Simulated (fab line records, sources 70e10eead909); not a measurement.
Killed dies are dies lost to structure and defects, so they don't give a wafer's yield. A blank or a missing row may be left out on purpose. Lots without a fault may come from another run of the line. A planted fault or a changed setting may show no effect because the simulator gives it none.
fab line records | flow nand_harc
record lots=13 wafers=39 last_day=25
route steps=1159 shown P_GATE@205 P_CONTACT@218 END@1159
lots that met no fault: from a run of the same line without faults
start_h: hours from the record's first day to the start of the lot's first wafer shown | wait_h: hours since the lot's step before | " the same as in the row above | L1.1+2: a row that stands for several wafers | - no value, or no start given | * or withheld: withheld | < > ~ a bound
route shown NAME@n: a module of which the file shows steps, and the number in the route of the first | usual: mean/standard deviation of fault-free wafers | same: alike in all rows | chamber/n: place in a boat | sites: the reading at each site | _std_site: their standard deviation | _edge_site: outer sites' mean less inner sites' | radius_mm: how far each site lies from the wafer's centre | mask NAME#n: copy n | behind: the tool/chamber that last shaped the wafer | hold: why the lot was held/for how many hours/how that ended | device: the transistor (n, p or np) that didn't switch | end of line: the same wafers' tests at the end of the route | a step without rows: its recipe alone | killed: dies lost to structure and defects at the first sort, not the wafer's yield | map: a wafer's dies, x killed, . not, _ none there
set.NAME: the setting as run; set.NAME@STEP: as run at that earlier step | model.NAME: the simulator's own value behind a step, which no gauge read
steps of the route over a sample of lots; a table a step, a row a wafer
services: from which hour (start_h, from the record's first day; less than 0 if before it) a tool's chamber was out of use, for how many hours, and why
## steps
# step NHARC_P_GATE_STRIP_95
# recipe power_w=1500 temp_c=250 chemistry=O2
# usual drypump_motor_current_A=5.6/0.32 heater_power_w=317/27
# columns lot.wafer tool chamber start_h wait_h drypump_motor_current_A heater_power_w rf_hours_counter_h
L515.1 plasma_asher-02 0 98.32 0.5 5.3 322 40
L515.3 " 0 " " 5.2 311 -
L515.6 " 0 " " 5.3 314 -
L516.2 plasma_asher-02 1 114.01 0.5 5.7 288 44
L516.3 " 1 " " 5.7 285 -
L516.5 " 0 " " 5.3 314 -
L518.3 plasma_asher-02 1 115.98 0.4 5.6 283 -
L518.4 " 0 " " 5.3 323 -
L518.6 " 1 " " 5.6 283 -
L517.2 plasma_asher-01 0 116.50 0.6 5.4 362 5
L517.4 " 1 " " 6.1 305 -
L517.6 " 1 " " 6.2 289 -
L520.2 plasma_asher-02 0 129.26 0.6 5.2 329 48
L520.4 " 0 " " 5.2 318 -
L520.3 " 1 " " 5.7 291 -
L522.1 plasma_asher-01 1 148.37 0.6 6.1 297 13
L522.3 " 0 " " 5.4 350 -
L522.5 " 0 " " 5.4 354 -
L526.1 plasma_asher-01 1 188.68 0.6 6.1 307 29
L526.2 " 0 " " 5.4 350 29
L526.4 " 0 " " 5.3 358 -
L528.2 plasma_asher-01 0 189.76 0.5 5.3 355 30
L528.3 " 0 " " 5.3 354 -
L528.5 " 1 " " 6.1 300 -
L527.1 plasma_asher-01 1 190.66 0.6 6.1 295 31
L527.3 " 1 " " 6.1 296 -
L527.6 " 1 " " 6.1 295 -
L531.2 plasma_asher-02 1 206.43 0.5 5.6 284 5
L531.5 " 0 " " 5.3 337 -
L531.6 " 1 " " 5.7 293 -
L533.1 plasma_asher-01 1 211.67 0.6 6.1 296 40
L533.3 " 1 " " 6.1 300 -
L533.4 " 0 " " 5.3 365 -
L536.1 plasma_asher-01 0 225.89 0.6 5.4 361 44
L536.4 " 0 " " 5.4 349 -
L536.3 " 1 " " 6.1 300 -
L537.2 plasma_asher-02 1 235.45 0.6 5.7 291 15
L537.6 " 1 " " 5.6 292 -
L537.5 " 0 " " 5.3 337 -
# step NHARC_P_GATE_STRIP_96
# recipe time_s=900 temp_c=130 chemistry=SPM
# usual bath_heat_duty_pct=15.1/2.1
# columns lot.wafer tool chamber start_h wait_h bath_heat_duty_pct
L515.1 wet_bench-04 7 98.54 0.2 14.4
L515.6 " 0 " " 16.2
L515.3 " 1 " " 14.5
L516.2 wet_bench-04 4 114.22 0.2 14.8
L516.3 " 0 " " 16.5
L516.5 " 1 " " 13.9
L518.6 wet_bench-01 1 116.18 0.2 17.0
L518.4 " 4 " " 12.3
L518.3 " 5 " " 13.1
L517.2 wet_bench-02 6 116.71 0.2 15.0
L517.6 " 0 " " 13.2
L517.4 " 2 " " 18.2
L520.4 wet_bench-01 0 129.49 0.2 17.1
L520.3 " 1 " " 18.0
L520.2 " 2 " " 17.9
L522.5 wet_bench-01 6 148.58 0.1 17.0
L522.3 " 2 " " 17.6
L522.1 " 3 " " 16.1
L526.2 wet_bench-04 7 188.90 0.2 14.7
L526.4 " 1 " " 13.7
L526.1 " 3 " " 15.6
L528.2 wet_bench-04 4 189.98 0.2 13.3
L528.5 " 5 " " 11.7
L528.3 " 6 " " 15.6
L527.6 wet_bench-02 6 190.89 0.2 15.8
L527.3 " 7 " " 15.6
L527.1 " 2 " " 19.8
L531.5 wet_bench-04 5 206.63 0.2 12.4
L531.2 " 7 " " 14.7
L531.6 " 2 " " 16.0
L533.3 wet_bench-02 6 211.90 0.2 17.3
L533.1 " 7 " " 15.1
L533.4 " 0 " " 12.9
L536.4 wet_bench-02 1 226.10 0.2 14.0
L536.3 " 4 " " 13.2
L536.1 " 6 " " 17.5
L537.2 wet_bench-02 0 235.66 0.2 13.8
L537.6 " 1 " " 14.2
L537.5 " 4 " " 14.1
# step NHARC_P_GATE_RTA_82
# recipe temp_c=450 time_s=30
# usual lamp_power_pct=4.0/0.33 wafer_temp_C_max=452.5/0.51
# columns lot.wafer tool chamber start_h wait_h lamp_power_pct wafer_temp_C_max
L515.1 rtp_anneal-01 0 99.96 - 4.3 452.5
L515.3 " 0 " " 4.3 452.9
L515.6 " 0 " " 4.3 453.2
L516.2 rtp_anneal-01 0 115.70 - 4.3 452.5
L516.3 " 0 " " 4.3 453.4
L516.5 " 0 " " 4.3 452.4
L518.3 rtp_anneal-01 0 117.83 - 4.3 451.6
L518.4 " 0 " " 4.3 452.6
L518.6 " 0 " " 4.3 452.2
L517.2 rtp_anneal-02 0 118.15 - 3.6 452.4
L517.4 " 0 " " 3.6 452.2
L517.6 " 0 " " 3.6 453.2
L520.2 rtp_anneal-01 0 130.94 - 4.3 452.6
L520.3 " 0 " " 4.3 453.0
L520.4 " 0 " " 4.3 452.1
L522.1 rtp_anneal-02 0 150.01 - 3.6 452.0
L522.3 " 0 " " 3.6 452.2
L522.5 " 0 " " 3.6 453.0
L526.1 rtp_anneal-01 0 190.33 - 4.3 453.1
L526.2 " 0 " " 4.3 451.8
L526.4 " 0 " " 4.3 452.3
L528.2 rtp_anneal-01 0 191.43 - 4.3 452.5
L528.3 " 0 " " 4.3 452.3
L528.5 " 0 " " 4.3 453.7
L527.1 rtp_anneal-01 0 192.29 - 4.3 452.2
L527.3 " 0 " " 4.3 453.2
L527.6 " 0 " " 4.3 453.5
L531.2 rtp_anneal-02 0 208.31 - 3.6 452.1
L531.5 " 0 " " 3.6 452.8
L531.6 " 0 " " 3.6 452.6
L533.1 rtp_anneal-01 0 213.34 - 4.3 452.5
L533.3 " 0 " " 4.3 452.9
L533.4 " 0 " " 4.3 452.4
L536.1 rtp_anneal-02 0 227.51 - 3.6 452.4
L536.3 " 0 " " 3.6 452.5
L536.4 " 0 " " 3.6 451.7
L537.2 rtp_anneal-01 0 237.11 - 4.3 452.4
L537.5 " 0 " " 4.3 452.2
L537.6 " 0 " " 4.3 452.0
# step NHARC_P_GATE_INSPECT_68
# usual raw_defect_count=212/83
# columns lot.wafer tool chamber start_h wait_h raw_defect_count
L515.1 defect_inspect-01 - 100.16 0.2 197
L515.3 " - " " 286
L515.6 " - " " 230
L516.2 defect_inspect-02 - 115.87 0.1 518
L516.3 " - " " 332
L516.5 " - " " 288
L518.3 defect_inspect-02 - 117.98 0.1 236
L518.4 " - " " 123
L518.6 " - " " 230
L517.2 defect_inspect-02 - 118.32 0.1 139
L517.4 " - " " 152
L517.6 " - " " 122
L520.2 defect_inspect-01 - 131.10 0.1 336
L520.3 " - " " 253
L520.4 " - " " 257
L522.1 defect_inspect-01 - 150.21 0.2 399
L522.3 " - " " 424
L522.5 " - " " 451
L526.1 defect_inspect-02 - 190.52 0.2 124
L526.2 " - " " 156
L526.4 " - " " 286
L528.2 defect_inspect-01 - 191.60 0.1 359
L528.3 " - " " 271
L528.5 " - " " 276
L527.1 defect_inspect-01 - 192.49 0.2 276
L527.3 " - " " 185
L527.6 " - " " 239
L531.2 defect_inspect-02 - 208.47 0.1 421
L531.5 " - " " 186
L531.6 " - " " 201
L533.1 defect_inspect-01 - 213.53 0.2 208
L533.3 " - " " 270
L533.4 " - " " 325
L536.1 defect_inspect-01 - 227.71 0.2 168
L536.3 " - " " 147
L536.4 " - " " 160
L537.2 defect_inspect-02 - 237.28 0.1 317
L537.5 " - " " 169
L537.6 " - " " 150
# step NHARC_P_CONTACT_DEP_00
# recipe target_thk_a=5000 temp_c=400 pressure_torr=6.5 rf_w=900 teos_flow_sccm=161.4 flow_sccm=2650 target_thk_nm=500 gas=O2 material=SiO2
# usual heater_power_w=607/80 showerhead_vpp_V=1847/110 throttle_valve_pct=16.0/0.56
# columns lot.wafer tool chamber start_h wait_h heater_power_w showerhead_vpp_V throttle_valve_pct
L515.1 pecvd-01 2 - - 582 1835 16.5
L515.3 " 0 " " 648 1884 16.0
L515.6 " 0 " " 671 1848 16.0
L516.3 pecvd-01 1 - - 581 1933 16.1
L516.2 " 2 " " 684 1845 16.5
L516.5 " 1 " " 441 1968 15.7
L518.3 pecvd-01 2 - - 728 1905 16.5
L518.6 " 0 " " 675 1869 16.1
L518.4 " 1 " " 523 1929 15.5
L517.2 pecvd-04 2 - - 407 1795 15.7
L517.4 " 2 " " 453 1772 15.9
L517.6 " 1 " " 631 1743 16.0
L520.3 pecvd-04 2 - - 556 1797 15.8
L520.2 " 0 " " 567 1888 14.6
L520.4 " 1 " " 636 1721 15.9
L522.1 pecvd-03 1 - - 577 2025 16.2
L522.3 " 2 " " 583 1730 16.7
L522.5 " 0 " " 674 1678 15.5
L526.1 pecvd-04 2 - - 540 1784 16.0
L526.2 " 0 " " 538 1863 14.5
L526.4 " 2 " " 413 1795 16.0
L528.3 pecvd-01 2 - - 614 1839 16.5
L528.2 " 0 " " 715 1854 16.4
L528.5 " 0 " " 570 1867 15.9
L527.1 pecvd-03 0 - - 638 1698 15.6
L527.3 " 2 " " 677 1713 16.8
L527.6 " 1 " " 580 2006 16.5
L531.2 pecvd-01 2 - - 641 1849 16.6
L531.5 " 0 " " 565 1858 16.1
L531.6 " 1 " " 503 1965 16.0
L533.3 pecvd-01 0 - - 632 1896 16.1
L533.1 " 1 " " 498 1968 16.1
L533.4 " 0 " " 657 1885 16.3
L536.3 pecvd-03 1 - - 532 2027 16.2
L536.1 " 2 " " 573 1708 16.3
L536.4 " 0 " " 726 1691 15.7
L537.2 pecvd-04 0 - - 538 1897 14.7
L537.6 " 1 " " 580 1718 15.6
L537.5 " 0 " " 560 1909 14.7
# step NHARC_END_SORT_01
# recipe temp_c=25
# usual killed_at_array=30/10 killed_at_other=0.5/0.82 killed_at_periphery=2.9/2 killed_dies=34/11 killed_open=3.2/1.8 killed_short=2.0/1.4
# same gross_dies=677
# columns lot.wafer tool chamber start_h wait_h killed_at_array killed_at_other killed_at_periphery killed_dies killed_open killed_short
L515.1 prober-01 0 450.54 2.5 32 0 2 34 1 2
L515.3 prober-01 0 452.17 3.1 31 0 2 33 2 4
L515.6 prober-01 0 454.61 4.1 29 0 3 32 2 5
L516.2 prober-01 0 459.27 2.8 26 0 1 27 4 2
L516.3 prober-01 0 460.06 3.1 22 2 1 25 1 1
L516.5 prober-01 0 461.64 3.7 24 1 1 26 4 2
L518.3 prober-02 0 459.89 3.1 27 0 2 29 1 1
L518.4 prober-02 0 460.67 3.4 32 0 1 33 3 2
L518.6 prober-02 0 462.25 3.9 28 1 0 29 3 3
L517.2 prober-02 0 466.84 2.8 14 0 0 14 6 0
L517.4 prober-02 0 468.42 3.4 18 0 2 20 4 1
L517.6 prober-02 0 470.01 4.0 10 0 1 11 4 1
L520.2 prober-02 0 474.92 2.8 30 0 3 33 0 6
L520.3 prober-02 0 475.71 3.1 26 0 3 29 2 2
L520.4 prober-02 0 476.51 3.4 23 0 1 24 1 0
L522.1 prober-02 0 481.94 2.6 32 0 65 97 3 1
L522.5 prober-02 0 485.14 3.7 36 0 51 87 3 0
L526.1 prober-01 0 515.96 2.5 34 1 3 38 6 4
L526.2 prober-01 0 516.73 2.8 31 0 4 35 4 2
L526.4 prober-01 0 518.28 3.3 28 0 8 36 5 1
L527.1 prober-01 0 536.54 2.5 15 1 2 18 1 1
L527.3 prober-01 0 538.13 3.1 16 0 4 20 5 2
L527.6 prober-01 0 540.51 4.0 17 1 6 24 3 3
L528.2 prober-02 0 544.82 2.8 40 0 3 43 1 1
L528.3 prober-02 0 545.63 3.1 39 1 0 40 0 3
L528.5 prober-02 0 547.26 3.7 45 0 3 48 4 2
L533.1 prober-01 0 550.84 2.5 20 2 5 27 1 1
L533.3 prober-01 0 552.44 3.1 12 0 5 17 1 2
L533.4 prober-01 0 553.23 3.4 21 0 5 26 4 4
L531.2 prober-02 0 560.50 2.8 35 1 2 38 2 1
L531.5 prober-02 0 562.93 3.7 30 3 2 35 3 4
L531.6 prober-02 0 563.73 4.0 46 1 3 50 5 7
L536.1 prober-02 0 575.30 2.5 50 0 2 52 1 0
L536.3 prober-02 0 576.92 3.1 41 0 1 42 1 2
L536.4 prober-02 0 577.73 3.4 49 1 3 53 5 2
L537.2 prober-02 0 591.84 2.8 33 0 3 36 3 2
L537.5 prober-02 0 594.23 3.7 40 0 0 40 2 2
L537.6 prober-02 0 595.03 4.0 40 1 0 41 1 2
# killed by level:class
L515.1 A_SLIT:chamber_film_flake=15 A_CHANNEL_HOLE_D1:chamber_film_flake=10 A_STAIRCASE:chamber_film_flake=4 A_CHANNEL_FILL_D1:geometric_particle:short=1 P_M1:geometric_particle:short=1 A_WL_FILL:geometric_particle:open=1 P_BONDPAD:chamber_film_flake=1 A_CONTACT:chamber_film_flake=1
L515.3 A_SLIT:chamber_film_flake=12 A_CHANNEL_HOLE_D1:chamber_film_flake=8 A_STAIRCASE:chamber_film_flake=3 A_CHANNEL_FILL_D1:geometric_particle:short=2 A_CONTACT:chamber_film_flake=2 P_M0:geometric_particle:short=1 A_WL_FILL:geometric_particle:short=1 A_BLC:geometric_particle:open=1
L515.6 A_SLIT:chamber_film_flake=13 A_CHANNEL_HOLE_D1:chamber_film_flake=10 A_ONON_D1:geometric_particle:short=3 P_CONTACT:geometric_particle:open=1 P_CONTACT:geometric_particle:short=1 A_WL_FILL:geometric_particle:short=1 A_CONTACT:geometric_particle:open=1 P_BONDPAD:chamber_film_flake=1
L516.2 A_SLIT:chamber_film_flake=13 A_M1:geometric_particle:open=3 A_CONTACT:chamber_film_flake=3 A_CHANNEL_FILL_D1:chamber_film_flake=2 A_STAIRCASE:chamber_film_flake=2 P_CONTACT:geometric_particle:short=1 A_CHANNEL_FILL_D1:geometric_particle:short=1 A_CONTACT:geometric_particle:open=1
L518.3 A_CHANNEL_HOLE_D1:chamber_film_flake=10 A_SLIT:chamber_film_flake=10 A_CONTACT:chamber_film_flake=4 A_SGD_CUT:geometric_particle:short=1 A_CONTACT:geometric_particle:open=1 P_ZERO_WELL:chamber_film_flake=1 P_GATE:chamber_film_flake=1 A_STAIRCASE:chamber_film_flake=1
L516.3 A_SLIT:chamber_film_flake=12 A_SGD_CUT:chamber_film_flake=3 A_CONTACT:chamber_film_flake=3 P_GATE:geometric_particle:short=1 A_CHANNEL_HOLE_D1:chamber_film_flake=1 STARTING-WAFER:geometric_particle:open=1 A_CHANNEL_FILL_D1:chamber_film_flake=1 A_STAIRCASE:chamber_film_flake=1
L518.4 A_SLIT:chamber_film_flake=11 A_CHANNEL_HOLE_D1:chamber_film_flake=10 A_CONTACT:chamber_film_flake=4 A_STAIRCASE:chamber_film_flake=3 P_M0:geometric_particle:short=1 A_ONON_D1:geometric_particle:open=1 A_CHANNEL_FILL_D1:geometric_particle:short=1 A_SGD_CUT:geometric_particle:open=1
L516.5 A_SLIT:chamber_film_flake=10 A_CHANNEL_FILL_D1:geometric_particle:short=2 A_M0:geometric_particle:open=2 A_CHANNEL_HOLE_D1:chamber_film_flake=2 A_CONTACT:chamber_film_flake=2 A_CHANNEL_FILL_D1:geometric_particle:open=1 A_CONTACT:geometric_particle:open=1 P_STI:chamber_film_flake=1
L518.6 A_SLIT:chamber_film_flake=11 A_CHANNEL_HOLE_D1:chamber_film_flake=8 A_STAIRCASE:chamber_film_flake=2 A_CONTACT:chamber_film_flake=2 A_ONON_D1:geometric_particle:open=1 A_WL_FILL:geometric_particle:open=1 A_CONTACT:geometric_particle:short=1 A_M0:geometric_particle:short=1
L517.2 A_CHANNEL_HOLE_D1:chamber_film_flake=3 A_CHANNEL_FILL_D1:chamber_film_flake=3 A_CONTACT:geometric_particle:open=2 A_M1:geometric_particle:open=2 A_STAIRCASE:chamber_film_flake=2 A_ONON_D1:geometric_particle:open=1 A_M0:geometric_particle:open=1
L517.4 A_CHANNEL_HOLE_D1:chamber_film_flake=6 A_M0:geometric_particle:open=2 A_STAIRCASE:chamber_film_flake=2 A_SGD_CUT:geometric_particle:short=1 A_WL_FILL:geometric_particle:open=1 A_CONTACT:geometric_particle:open=1 P_ZERO_WELL:chamber_film_flake=1 P_M2:chamber_film_flake=1
L517.6 A_STAIRCASE:chamber_film_flake=3 A_CONTACT:geometric_particle:open=2 A_CHANNEL_HOLE_D1:chamber_film_flake=2 P_STI:geometric_particle:short=1 A_CHANNEL_HOLE_D1:geometric_particle:open=1 A_CHANNEL_FILL_D1:geometric_particle:open=1 A_SLIT:chamber_film_flake=1
L520.2 A_CHANNEL_HOLE_D1:chamber_film_flake=10 A_SLIT:chamber_film_flake=10 A_CONTACT:chamber_film_flake=4 A_CHANNEL_FILL_D1:geometric_particle:short=2 A_WL_FILL:geometric_particle:short=2 A_STAIRCASE:chamber_film_flake=2 P_CONTACT:geometric_particle:short=1 P_M0:geometric_particle:short=1
L520.3 A_CHANNEL_HOLE_D1:chamber_film_flake=9 A_SLIT:chamber_film_flake=9 A_CONTACT:chamber_film_flake=4 P_STI:geometric_particle:short=1 P_M0:geometric_particle:short=1 A_WL_FILL:geometric_particle:open=1 A_CONTACT:geometric_particle:open=1 P_STI:chamber_film_flake=1
L520.4 A_SLIT:chamber_film_flake=11 A_CHANNEL_HOLE_D1:chamber_film_flake=9 A_BLC:geometric_particle:open=1 P_STI:chamber_film_flake=1 A_CHANNEL_FILL_D1:chamber_film_flake=1 A_STAIRCASE:chamber_film_flake=1
L522.1 P_GATE:unspecified=62 A_CHANNEL_HOLE_D1:chamber_film_flake=12 A_SLIT:chamber_film_flake=9 A_CONTACT:chamber_film_flake=4 A_STAIRCASE:chamber_film_flake=3 P_CONTACT:chamber_film_flake=2 A_CONTACT:geometric_particle:short=1 A_CONTACT:geometric_particle:open=1
L522.5 P_GATE:unspecified=47 A_SLIT:chamber_film_flake=14 A_CHANNEL_HOLE_D1:chamber_film_flake=12 A_STAIRCASE:chamber_film_flake=3 P_GATE:chamber_film_flake=2 A_CONTACT:chamber_film_flake=2 A_SOURCE_PLATE:geometric_particle:open=1 A_ONON_D1:geometric_particle:open=1
L526.1 A_CHANNEL_HOLE_D1:chamber_film_flake=19 A_CONTACT:chamber_film_flake=3 A_CHANNEL_FILL_D1:geometric_particle:short=2 A_CONTACT:geometric_particle:open=2 P_STI:geometric_particle:open=1 P_CONTACT:geometric_particle:open=1 A_SOURCE_PLATE:geometric_particle:short=1 A_ONON_D1:geometric_particle:open=1
L526.2 A_CHANNEL_HOLE_D1:chamber_film_flake=17 A_CONTACT:chamber_film_flake=5 P_M1:chamber_film_flake=2 A_CHANNEL_FILL_D1:chamber_film_flake=2 A_STAIRCASE:chamber_film_flake=2 P_GATE:geometric_particle:short=1 A_ONON_D1:geometric_particle:open=1 A_WL_FILL:geometric_particle:short=1
L526.4 A_CHANNEL_HOLE_D1:chamber_film_flake=17 A_CONTACT:chamber_film_flake=5 P_GATE:geometric_particle:open=2 P_GATE:chamber_film_flake=2 A_CHANNEL_FILL_D1:chamber_film_flake=2 A_STAIRCASE:chamber_film_flake=2 P_M0:geometric_particle:open=1 P_M1:geometric_particle:open=1
L527.1 A_CHANNEL_HOLE_D1:chamber_film_flake=5 A_ZERO_WELL:chamber_film_flake=3 A_STAIRCASE:chamber_film_flake=2 A_WL_FILL:chamber_film_flake=2 A_ONON_D1:geometric_particle:open=1 A_SGD_CUT:geometric_particle:short=1 P_GATE:chamber_film_flake=1 P_M1:chamber_film_flake=1
L527.3 A_CHANNEL_HOLE_D1:chamber_film_flake=4 A_STAIRCASE:chamber_film_flake=4 A_M0:geometric_particle:open=2 P_STI:geometric_particle:open=1 P_M0:geometric_particle:short=1 P_M0:geometric_particle:open=1 A_CHANNEL_HOLE_D1:geometric_particle:short=1 A_CONTACT:geometric_particle:open=1
L527.6 A_CHANNEL_HOLE_D1:chamber_film_flake=7 P_GATE:chamber_film_flake=3 A_STAIRCASE:chamber_film_flake=3 A_ZERO_WELL:chamber_film_flake=2 P_CONTACT:geometric_particle:open=1 P_CONTACT:geometric_particle:short=1 P_M1:geometric_particle:open=1 A_ONON_D1:geometric_particle:short=1
L528.2 A_CHANNEL_HOLE_D1:chamber_film_flake=14 A_SLIT:chamber_film_flake=13 A_STAIRCASE:chamber_film_flake=5 A_CONTACT:chamber_film_flake=5 P_GATE:chamber_film_flake=2 A_SGD_CUT:geometric_particle:short=1 A_WL_FILL:geometric_particle:open=1 P_M1:chamber_film_flake=1
L528.3 A_CHANNEL_HOLE_D1:chamber_film_flake=12 A_SLIT:chamber_film_flake=11 A_STAIRCASE:chamber_film_flake=8 A_CONTACT:chamber_film_flake=3 A_ONON_D1:geometric_particle:short=1 A_CHANNEL_HOLE_D1:geometric_particle:short=1 A_SGD_CUT:geometric_particle:short=1 A_WL_FILL:chamber_film_flake=1
L528.5 A_SLIT:chamber_film_flake=17 A_CHANNEL_HOLE_D1:chamber_film_flake=16 A_STAIRCASE:chamber_film_flake=4 A_CONTACT:chamber_film_flake=3 P_CONTACT:geometric_particle:short=1 P_M0:geometric_particle:open=1 A_SOURCE_PLATE:geometric_particle:open=1 A_SOURCE_PLATE:geometric_particle:short=1
L533.1 A_CONTACT:chamber_film_flake=8 P_ZERO_WELL:chamber_film_flake=5 A_CHANNEL_HOLE_D1:chamber_film_flake=5 A_SGD_CUT:chamber_film_flake=2 A_WL_FILL:chamber_film_flake=2 THIN_TSV:chamber_film_flake=2 A_WL_FILL:geometric_particle:short=1 A_CONTACT:geometric_particle:open=1
L533.3 A_CHANNEL_HOLE_D1:chamber_film_flake=5 P_STI:chamber_film_flake=3 A_SGD_CUT:chamber_film_flake=2 A_CONTACT:chamber_film_flake=2 P_M0:geometric_particle:open=1 A_CHANNEL_FILL_D1:geometric_particle:short=1 A_M0:geometric_particle:short=1 P_ZERO_WELL:chamber_film_flake=1
L533.4 A_CHANNEL_HOLE_D1:chamber_film_flake=10 P_ZERO_WELL:chamber_film_flake=4 A_CONTACT:chamber_film_flake=4 A_SGD_CUT:geometric_particle:short=2 P_CONTACT:geometric_particle:open=1 A_ONON_D1:geometric_particle:short=1 A_SGD_CUT:geometric_particle:open=1 A_WL_FILL:geometric_particle:short=1
L531.2 A_CHANNEL_HOLE_D1:chamber_film_flake=16 A_SGD_CUT:chamber_film_flake=6 A_STAIRCASE:chamber_film_flake=4 A_CONTACT:chamber_film_flake=4 A_BLC:chamber_film_flake=3 P_M0:geometric_particle:open=1 P_M1:geometric_particle:open=1 A_CONTACT:geometric_particle:short=1
L531.5 A_CHANNEL_HOLE_D1:chamber_film_flake=14 A_SGD_CUT:chamber_film_flake=3 A_CONTACT:chamber_film_flake=3 A_CONTACT:geometric_particle:open=2 P_ZERO_WELL:chamber_film_flake=2 THIN_TSV:chamber_film_flake=2 A_SOURCE_PLATE:geometric_particle:short=1 A_CHANNEL_HOLE_D1:geometric_particle:short=1
L531.6 A_CHANNEL_HOLE_D1:chamber_film_flake=13 A_SGD_CUT:chamber_film_flake=7 A_CONTACT:chamber_film_flake=6 A_STAIRCASE:chamber_film_flake=4 A_BLC:chamber_film_flake=3 A_SGD_CUT:geometric_particle:short=2 A_M0:geometric_particle:open=2 P_GATE:geometric_particle:short=1
L536.1 A_SLIT:chamber_film_flake=17 A_CHANNEL_HOLE_D1:chamber_film_flake=17 A_WL_FILL:chamber_film_flake=5 A_STAIRCASE:chamber_film_flake=4 A_CONTACT:chamber_film_flake=4 A_M1:chamber_film_flake=2 A_CHANNEL_HOLE_D1:geometric_particle:open=1 P_ZERO_WELL:chamber_film_flake=1
L536.3 A_SLIT:chamber_film_flake=14 A_CHANNEL_HOLE_D1:chamber_film_flake=13 A_WL_FILL:chamber_film_flake=4 A_CONTACT:chamber_film_flake=4 A_STAIRCASE:chamber_film_flake=2 A_SOURCE_PLATE:geometric_particle:open=1 A_CONTACT:geometric_particle:short=1 A_M0:geometric_particle:short=1
L536.4 A_SLIT:chamber_film_flake=19 A_CHANNEL_HOLE_D1:chamber_film_flake=16 A_STAIRCASE:chamber_film_flake=6 A_CONTACT:chamber_film_flake=2 P_CONTACT:geometric_particle:open=1 A_ONON_D1:geometric_particle:open=1 A_ONON_D1:geometric_particle:short=1 A_CHANNEL_FILL_D1:geometric_particle:open=1
L537.2 A_SLIT:chamber_film_flake=11 A_CHANNEL_HOLE_D1:chamber_film_flake=10 A_CONTACT:chamber_film_flake=8 P_CONTACT:geometric_particle:short=1 P_M1:geometric_particle:open=1 A_SGD_CUT:geometric_particle:open=1 A_WL_FILL:geometric_particle:short=1 A_CONTACT:geometric_particle:open=1
L537.5 A_SLIT:chamber_film_flake=18 A_CHANNEL_HOLE_D1:chamber_film_flake=7 A_CONTACT:chamber_film_flake=7 A_WL_FILL:chamber_film_flake=3 A_SGD_CUT:geometric_particle:short=2 A_CHANNEL_FILL_D1:geometric_particle:open=1 A_M0:geometric_particle:open=1 A_BONDPAD:chamber_film_flake=1
L537.6 A_SLIT:chamber_film_flake=17 A_CHANNEL_HOLE_D1:chamber_film_flake=10 A_CONTACT:chamber_film_flake=7 A_WL_FILL:chamber_film_flake=4 A_ONON_D1:geometric_particle:open=1 A_SGD_CUT:geometric_particle:short=1 THIN_TSV:geometric_particle:short=1
## services
# columns tool chamber start_h hours kind
pecvd-03 - 97.92 1.0 repair
plasma_asher-01 - 99.00 9.0 pm
plasma_asher-01 0 99.00 9.0 vent_cycle
plasma_asher-01 1 99.00 9.0 vent_cycle
plasma_asher-01 0 108.00 - clean
plasma_asher-01 1 108.00 - clean
pecvd-03 - 111.08 13.0 pm
pecvd-01 - 139.58 1.0 repair
pecvd-04 - 146.80 1.5 repair
pecvd-03 0 159.91 1.9 repair
wet_bench-04 - 163.20 8.0 pm
wet_bench-02 - 180.00 8.0 pm
plasma_asher-02 - 183.40 9.0 pm
plasma_asher-02 0 183.40 9.0 vent_cycle
plasma_asher-02 1 183.40 9.0 vent_cycle
wet_bench-02 0 188.00 - consumable_replace:bath
plasma_asher-02 0 192.40 - clean
plasma_asher-02 1 192.40 - clean
pecvd-04 - 195.16 13.0 pm
wet_bench-01 - 213.60 8.0 pm
pecvd-01 - 237.13 13.0 pm
pecvd-01 0 237.13 13.0 vent_cycle
pecvd-01 1 237.13 13.0 vent_cycle
pecvd-01 2 237.13 13.0 vent_cycle
## key
first_sign step=NHARC_P_GATE_INSPECT_68 reading=raw_defect_count direction=up sigmas=2.5 usual=212 struck=425
effect step=NHARC_END_SORT_01 reading=killed_at_periphery direction=up sigmas=27 usual=2.9 struck=58
more_kills_born_at NHARC_P_GATE_STRIP_96@wet_bench-01=109
met_at NHARC_P_GATE_STRIP_96
struck_lots L522
rows_end L522.3
tester_left_out L522
not_acting_at NHARC_P_GATE_STRIP_95,NHARC_P_GATE_RTA_82,NHARC_P_CONTACT_DEP_00
onset_between 129.49 148.58
fault kind=chamber_particle_source tool=wet_bench-01 chamber=- onset_h=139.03 steps=NHARC_P_GATE_STRIP_96 rate_per_visit_cm2=0.38968
# tester_left_out: of these lots the tester's yield and bins aren't shown, on N5 and GAA mostly nor the transistor test; their killed dies are dies lost to structure and defects alone, not to doping, threshold or leakage, so they don't give the yield
# rows_end: these wafers met a further fault down the route, and their rows from its step on are left out
